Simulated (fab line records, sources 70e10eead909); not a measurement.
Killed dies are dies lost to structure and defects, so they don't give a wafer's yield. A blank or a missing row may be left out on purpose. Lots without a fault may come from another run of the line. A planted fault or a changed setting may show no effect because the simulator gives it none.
fab line records | flow nand_harc
record lots=6 wafers=14 last_day=33
route steps=1302 shown P_GATE@144 END@1302
lots that met no fault: from a run of the same line without faults
start_h: hours from the record's first day to the start of the lot's first wafer shown | wait_h: hours since the lot's step before | " the same as in the row above | L1.1+2: a row that stands for several wafers | - no value, or no start given | * or withheld: withheld | < > ~ a bound
route shown NAME@n: a module of which the file shows steps, and the number in the route of the first | usual: mean/standard deviation of fault-free wafers | same: alike in all rows | chamber/n: place in a boat | sites: the reading at each site | _std_site: their standard deviation | _edge_site: outer sites' mean less inner sites' | radius_mm: how far each site lies from the wafer's centre | mask NAME#n: copy n | behind: the tool/chamber that last shaped the wafer | hold: why the lot was held/for how many hours/how that ended | device: the transistor (n, p or np) that didn't switch | end of line: the same wafers' tests at the end of the route | a step without rows: its recipe alone | killed: dies lost to structure and defects at the first sort, not the wafer's yield | map: a wafer's dies, x killed, . not, _ none there
set.NAME: the setting as run; set.NAME@STEP: as run at that earlier step | model.NAME: the simulator's own value behind a step, which no gauge read
lots at some steps of the route; a table a step, a row a wafer
services: from which hour (start_h, from the record's first day; less than 0 if before it) a tool's chamber was out of use, for how many hours, and why
## steps
# step NHARC_P_GATE_DESCUM_31
# recipe time_s=3 o2_flow_sccm=200 ar_flow_sccm=0 bias_power_w=0 chemistry=O2
# step NHARC_P_GATE_ETCH_104
# recipe target_depth_a=600 time_s=withheld cf4_flow_sccm=100 chf3_flow_sccm=30 ar_flow_sccm=0 rf_w=500 bias_w=200 chemistry=CF4/CHF3
# usual cf4_flow_sccm=100.0/0.32 drypump_motor_current_A=5.7/0.49 oes_product_au=0.954/0.021 rf_vpp_V=371.9/2.1 showerhead_plenum_p_Torr=1.61/0.058 throttle_valve_pct=16.803/0.0093
# columns lot.wafer tool chamber start_h wait_h cf4_flow_sccm drypump_motor_current_A oes_product_au rf_vpp_V showerhead_plenum_p_Torr throttle_valve_pct
L653.2 rie_diel-04 3 103.21 0.1 100.0 4.8 0.940 374.1 1.68 16.794
L653.6 " 0 " " 99.9 6.8 0.949 367.8 1.50 16.798
L653.5 " 2 " " 100.0 6.3 0.941 368.5 1.51 16.812
L663.4 rie_diel-04 1 201.66 0.1 99.6 5.8 0.989 371.2 1.58 16.802
L664.5 rie_diel-10 2 207.86 0.0 100.0 5.6 0.949 371.4 1.58 16.783
L669.2 rie_diel-10 2 253.39 0.1 100.1 5.6 0.950 370.7 1.58 16.812
L669.3 " 3 " " 100.1 5.6 0.976 374.9 1.69 16.789
L669.6 " 0 " " 100.2 5.8 0.964 372.3 1.64 16.816
L670.1 rie_diel-10 0 271.89 0.1 100.0 5.8 0.922 372.6 1.64 16.812
L670.3 " 2 " " 99.6 5.6 0.918 369.8 1.58 16.810
L670.6 " 0 " " 99.8 5.8 0.923 373.7 1.64 16.797
L675.4 rie_diel-10 2 323.96 0.1 99.5 5.6 0.912 371.4 1.57 16.813
L675.2 " 3 " " 99.8 5.5 0.917 374.4 1.69 16.806
L675.3 " 0 " " 99.7 5.8 0.919 373.3 1.64 16.808
# step NHARC_P_GATE_HM_OPEN_105
# recipe target_depth_a=3600 o2_flow_sccm=400 cos_flow_sccm=20 ar_flow_sccm=0 rf_w=500 bias_w=300 chemistry=O2/COS
# step NHARC_P_GATE_STRIP_106
# recipe o2_flow_sccm=400 cos_flow_sccm=20 ar_flow_sccm=0 bias_w=0 chemistry=O2/COS
# step NHARC_P_GATE_ETCH_114
# recipe target_depth_a=300 overetch_a=30 time_s=16.5 ion_energy_ev=100 cf4_flow_sccm=80 o2_flow_sccm=20 ar_flow_sccm=0 rf_w=300 bias_w=100 chemistry=CF4/O2
# usual cf4_flow_sccm=79.99/0.22 drypump_motor_current_A=5.7/0.46 o2_flow_sccm=20.00/0.066 oes_product_au=0.998/0.011 rf_vpp_V=198.6/1.3 showerhead_plenum_p_Torr=1.37/0.05 throttle_valve_pct=13.397/0.009
# columns lot.wafer tool chamber start_h wait_h cf4_flow_sccm drypump_motor_current_A o2_flow_sccm oes_product_au rf_hours_counter_h rf_vpp_V showerhead_plenum_p_Torr throttle_valve_pct
L653.2 rie_diel-04 3 - - 79.97 4.8 19.95 0.995 5 199.7 1.43 13.412
L653.5 " 2 " " 80.19 6.3 19.89 1.002 - 196.5 1.28 13.384
L653.6 " 3 " " 79.65 4.8 19.98 1.004 - 200.2 1.43 13.409
L663.4 rie_diel-04 0 - - 79.75 6.8 20.00 1.012 1 198.7 1.27 13.395
L664.5 rie_diel-10 3 - - 79.59 5.6 19.99 0.995 - 199.7 1.44 13.406
L669.3 rie_diel-10 3 - - 80.29 5.5 19.98 1.004 0 199.7 1.44 13.395
L669.2 " 1 " " 79.96 5.4 20.11 1.002 0 196.8 1.34 13.395
L669.6 " 3 " " 80.00 5.6 20.07 1.010 - 200.0 1.44 13.402
L670.3 rie_diel-10 2 - - 79.94 5.6 19.98 0.999 0 198.8 1.34 13.389
L670.1 " 0 " " 79.90 5.8 20.02 0.994 0 200.3 1.39 13.404
L670.6 " 3 " " 79.84 5.6 20.08 1.003 - 200.1 1.44 13.405
L675.3 rie_diel-10 1 - - 79.98 5.4 19.99 1.001 3 196.3 1.33 13.408
L675.4 " 2 " " 80.25 5.6 20.07 0.986 3 197.8 1.34 13.393
L675.2 " 3 " " 80.31 5.5 20.10 1.006 3 200.3 1.44 13.402
# step NHARC_P_GATE_ETCH_32
# recipe target_depth_a=1500 over_etch_frac=1 over_etch_ion_energy_ev=40 time_s=100.1 hbr_flow_sccm=150 cl2_flow_sccm=50 rf_w=400 icp_w=400 bias_w=100 chemistry=HBr/Cl2
# usual drypump_motor_current_A=5.6/0.45 oes_product_au=1.001/0.0091 throttle_valve_pct=26.406/0.0092
# columns lot.wafer tool chamber start_h wait_h drypump_motor_current_A oes_product_au rf_hours_counter_h throttle_valve_pct
L653.2 rie_si-05 3 104.09 - 6.5 0.982 0.9 26.399
L653.6 " 0 " " 5.9 0.999 - 26.411
L653.5 " 1 " " 5.5 0.998 - 26.413
L663.4 rie_si-05 0 202.08 - 5.9 1.000 0.4 26.394
L664.5 rie_si-02 1 208.30 - 5.7 0.988 - 26.399
L669.2 rie_si-05 1 253.76 - 5.4 1.011 0.8 26.415
L669.3 " 3 " " 6.5 0.996 0.6 26.411
L669.6 " 0 " " 5.9 1.009 - 26.408
L670.1 rie_si-06 2 272.26 - 5.3 1.021 0.1 26.404
L670.3 " 1 " " 5.2 1.002 0.1 26.394
L670.6 " 0 " " 6.1 1.003 - 26.403
L675.3 rie_si-06 3 324.34 - 4.9 0.986 0.3 26.409
L675.2 " 0 " " 6.0 1.001 0.4 26.416
L675.4 " 1 " " 5.2 0.997 0.4 26.389
# step NHARC_P_GATE_STRIP_108
# recipe o2_flow_sccm=500 ar_flow_sccm=0 bias_w=0 chemistry=O2
# usual drypump_motor_current_A=5.8/0.62 o2_flow_sccm=499.7/1.5 oes_product_au=1.003/0.012 rf_vpp_V=57.9/0.82 showerhead_plenum_p_Torr=3.57/0.15 throttle_valve_pct=17.036/0.009
# columns lot.wafer tool chamber start_h wait_h drypump_motor_current_A o2_flow_sccm oes_product_au rf_hours_counter_h rf_vpp_V showerhead_plenum_p_Torr throttle_valve_pct
L653.2 rie_diel-04 0 104.20 - 6.8 498.4 1.016 5.1 57.9 3.36 17.031
L653.6 " 0 " " 6.8 500.3 1.011 - 57.6 3.36 17.050
L653.5 " 1 " " 5.8 498.1 1.025 - 57.7 3.54 17.045
L663.4 rie_diel-09 2 202.22 - 6.2 497.6 0.994 3.9 59.4 3.71 17.034
L664.5 rie_diel-04 3 208.45 - 4.8 501.1 0.990 - 57.6 3.77 17.037
L669.2 rie_diel-10 1 253.96 - 5.4 498.9 1.012 0.1 57.6 3.53 17.034
L669.3 " 3 " " 5.6 498.6 1.008 0.0 58.5 3.79 17.039
L669.6 " 0 " " 5.8 502.4 0.990 - 57.7 3.67 17.042
L670.1 rie_diel-04 1 272.45 - 5.8 501.1 1.029 4.7 60.2 3.54 17.042
L670.3 " 3 " " 4.8 497.3 0.990 5.3 58.4 3.77 17.034
L670.6 " 1 " " 5.8 500.0 1.017 - 57.7 3.54 17.040
L675.3 rie_diel-10 3 324.50 - 5.6 497.2 0.994 3.1 57.9 3.78 17.043
L675.2 " 0 " " 5.8 496.9 0.984 1.5 58.3 3.67 17.031
L675.4 " 2 " " 5.6 500.3 0.986 3.0 57.7 3.53 17.022
# step NHARC_P_GATE_CD_MEAS_33
# usual cd_nm=120.6/2.4
# columns lot.wafer tool chamber start_h wait_h cd_nm
L653.2 cd_sem-03 - 104.38 - 119.1
L653.5 " - " " 122.7
L653.6 " - " " 115.9
L663.4 cd_sem-01 - 202.37 - 117.1
L664.5 cd_sem-01 - 208.57 - 123.6
L669.2 cd_sem-02 - 254.12 - 118.5
L669.3 " - " " 121.9
L669.6 " - " " 117.7
L670.1 cd_sem-03 - 272.63 - 122.8
L670.3 " - " " 121.7
L670.6 " - " " 121.5
L675.2 cd_sem-02 - 324.68 - 121.9
L675.3 " - " " 125.3
L675.4 " - " " 123.0
# step NHARC_P_GATE_STRIP_35
# recipe time_s=600 temp_c=130 chemistry=SPM
# step NHARC_P_GATE_PRECLEAN_73
# recipe time_s=* temp_c=50 bath_age_min=0 chemistry=SC1
# step NHARC_P_GATE_SRD_74
# step NHARC_P_GATE_ALD_36
# recipe target_thk_a=200 pulse_time_s=60 ald_cycles=223 temp_c=400 material=SiNx
# usual heater_power_w=810/89 precursor_pulse_height_rel=1.000/0.019
# same ald_cycles=223
# columns lot.wafer tool chamber start_h wait_h heater_power_w precursor_pulse_height_rel
L653.2 ald_sin-01 3 105.89 - 641 0.975
L653.5 " 2 109.04 - 773 0.990
L653.6 " 3 110.10 - 630 1.007
L663.4 ald_sin-01 1 204.94 - 834 0.973
L664.5 ald_sin-03 0 213.15 - 899 0.982
L669.3 ald_sin-03 3 255.64 - 828 0.998
L669.2 " 1 257.76 - 872 1.003
L669.6 " 2 258.83 - 814 0.995
L670.1 ald_sin-04 3 273.09 - 891 1.035
L670.3 " 0 274.13 - 689 0.972
L670.6 " 3 277.25 - 884 1.022
L675.3 ald_sin-03 2 325.13 - 834 0.992
L675.4 " 0 327.22 - 881 1.002
L675.2 " 1 328.27 - 893 1.007
# step NHARC_P_GATE_ETCHBACK_37
# recipe target_depth_a=345 time_s=17.2 chf3_flow_sccm=50 o2_flow_sccm=10 ar_flow_sccm=200 rf_w=500 bias_w=200 chemistry=CHF3/O2
# usual chf3_flow_sccm=50.00/0.14 drypump_motor_current_A=5.8/0.52 o2_flow_sccm=10.001/0.028 oes_product_au=0.935/0.025 rf_vpp_V=371.6/2.2 run_length_s=38.5/0.46 showerhead_plenum_p_Torr=2.45/0.094 throttle_valve_pct=20.572/0.0094
# columns lot.wafer tool chamber start_h wait_h chf3_flow_sccm drypump_motor_current_A o2_flow_sccm oes_product_au rf_hours_counter_h rf_vpp_V run_length_s showerhead_plenum_p_Torr throttle_valve_pct
L653.2 rie_diel-04 1 114.32 - 49.95 5.7 10.028 0.943 4.8 371.0 39.4 2.41 20.585
L653.5 " 1 " " 49.95 5.8 9.973 0.952 - 371.2 38.7 2.41 20.571
L653.6 " 2 " " 50.20 6.2 10.015 0.940 - 368.0 37.9 2.31 20.580
L663.4 rie_diel-09 1 212.34 - 50.24 5.2 10.005 0.922 4.2 372.1 40.3 2.48 20.580
L664.5 rie_diel-09 1 218.43 - 50.24 5.3 9.974 1.001 - 372.4 40.6 2.48 20.573
L669.3 rie_diel-04 2 264.13 - 50.14 6.3 9.975 0.924 4.2 368.7 38.4 2.30 20.577
L669.2 " 0 " " 49.88 6.8 10.031 0.926 3.7 367.6 39.0 2.28 20.569
L669.6 " 1 " " 50.12 5.8 10.009 0.942 - 370.5 38.6 2.41 20.566
L670.1 rie_diel-04 3 282.52 - 50.01 4.8 10.020 0.915 5.3 372.4 38.2 2.57 20.572
L670.3 " 0 " " 50.02 6.8 9.981 0.938 5.0 366.8 39.3 2.28 20.550
L670.6 " 1 " " 49.82 5.8 9.974 0.946 - 370.7 38.8 2.41 20.577
L675.4 rie_diel-09 0 334.58 - 50.14 6.4 9.958 1.001 0 371.8 38.1 2.47 20.590
L675.2 " 1 " " 50.00 5.2 10.014 0.993 0 371.8 38.9 2.48 20.569
L675.3 " 2 " " 49.97 6.2 9.977 1.012 0 374.3 38.1 2.52 20.573
# step NHARC_P_GATE_STRIP_101
# recipe time_s=20 o2_flow_sccm=500 ar_flow_sccm=0 bias_w=0 chemistry=O2
# step NHARC_END_SORT_01
# recipe temp_c=25
# usual killed_at_array=62/20 killed_at_other=0.8/1.1 killed_at_periphery=3.5/2.4 killed_dies=66/21 killed_open=3.5/1.9 killed_short=2.5/1.7
# same gross_dies=677
# columns lot.wafer tool chamber start_h wait_h killed_at_array killed_at_other killed_at_periphery killed_dies killed_open killed_short
L653.2 prober-02 0 581.80 2.8 30 1 1 32 4 1
L653.5 prober-02 0 584.18 3.7 25 0 1 26 5 0
L653.6 prober-02 0 584.98 4.0 22 0 4 26 6 2
# killed by level:class
L653.2 A_CONTACT:chamber_film_flake=5 A_CHANNEL_HOLE_D2:chamber_film_flake=3 A_STAIRCASE:chamber_film_flake=3 A_SGD_CUT:chamber_film_flake=3 A_CONTACT:unspecified=3 A_DECK1_JOINT:geometric_particle:open=2 A_CHANNEL_HOLE_D1:chamber_film_flake=2 A_DECK1_JOINT:chamber_film_flake=2
L653.5 A_CONTACT:unspecified=4 A_CHANNEL_HOLE_D2:chamber_film_flake=3 A_WL_FILL:chamber_film_flake=3 A_CONTACT:chamber_film_flake=3 A_CHANNEL_HOLE_D2:geometric_particle:open=2 A_STAIRCASE:chamber_film_flake=2 A_ONON_D2:geometric_particle:open=1 A_SGD_CUT:geometric_particle:open=1
L653.6 A_CHANNEL_HOLE_D2:chamber_film_flake=7 A_CHANNEL_HOLE_D1:chamber_film_flake=3 P_GATE:geometric_particle:open=2 A_DECK1_JOINT:chamber_film_flake=2 A_CONTACT:unspecified=2 P_M0:geometric_particle:open=1 A_CHANNEL_HOLE_D2:geometric_particle:open=1 A_CHANNEL_HOLE_D2:geometric_particle:short=1
## services
# columns tool chamber start_h hours kind
rie_diel-10 0 79.33 5.3 repair
rie_diel-04 1 96.20 7.9 repair
rie_si-06 0 102.69 12.5 repair
rie_si-05 - 113.37 0.2 repair
rie_si-05 2 126.19 1.4 repair
rie_si-05 - 128.00 9.0 pm
rie_diel-09 - 143.10 9.0 pm
ald_sin-03 1 163.77 9.3 repair
rie_si-06 3 166.60 117.5 repair
rie_diel-04 - 177.90 9.0 pm
rie_si-06 0 184.58 1.5 repair
rie_diel-04 - 187.54 0.6 repair
rie_diel-10 0 189.62 12.9 repair
rie_diel-09 1 190.97 8.8 repair
rie_si-05 2 210.66 9.5 repair
ald_sin-03 1 223.72 4.4 repair
rie_diel-10 - 242.52 9.0 pm
rie_si-05 2 253.02 1.7 repair
rie_diel-10 - 269.23 0.3 repair
rie_diel-04 2 278.73 2.1 repair
ald_sin-03 - 286.72 1.4 repair
rie_diel-10 1 292.72 13.1 repair
rie_diel-04 0 300.01 7.7 repair
rie_si-05 - 305.00 9.0 pm
## key
first_sign step=NHARC_P_GATE_ETCHBACK_37 reading=run_length_s direction=up sigmas=4.3 usual=* struck=*
effect none on later readings
met_at NHARC_P_GATE_ETCHBACK_37
struck_wafers L663.4,L664.5
tester_left_out L663,L664
fault kind=process_parameter_drift tool=rie_diel-09 chamber=- onset_h=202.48 steps=NHARC_P_GATE_ETCHBACK_37 channel=time_s offset=* shape=step end_h=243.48 acts_in=* stated=*
# tester_left_out: of these lots the tester's yield and bins aren't shown, on N5 and GAA mostly nor the transistor test; their killed dies are dies lost to structure and defects alone, not to doping, threshold or leakage, so they don't give the yield
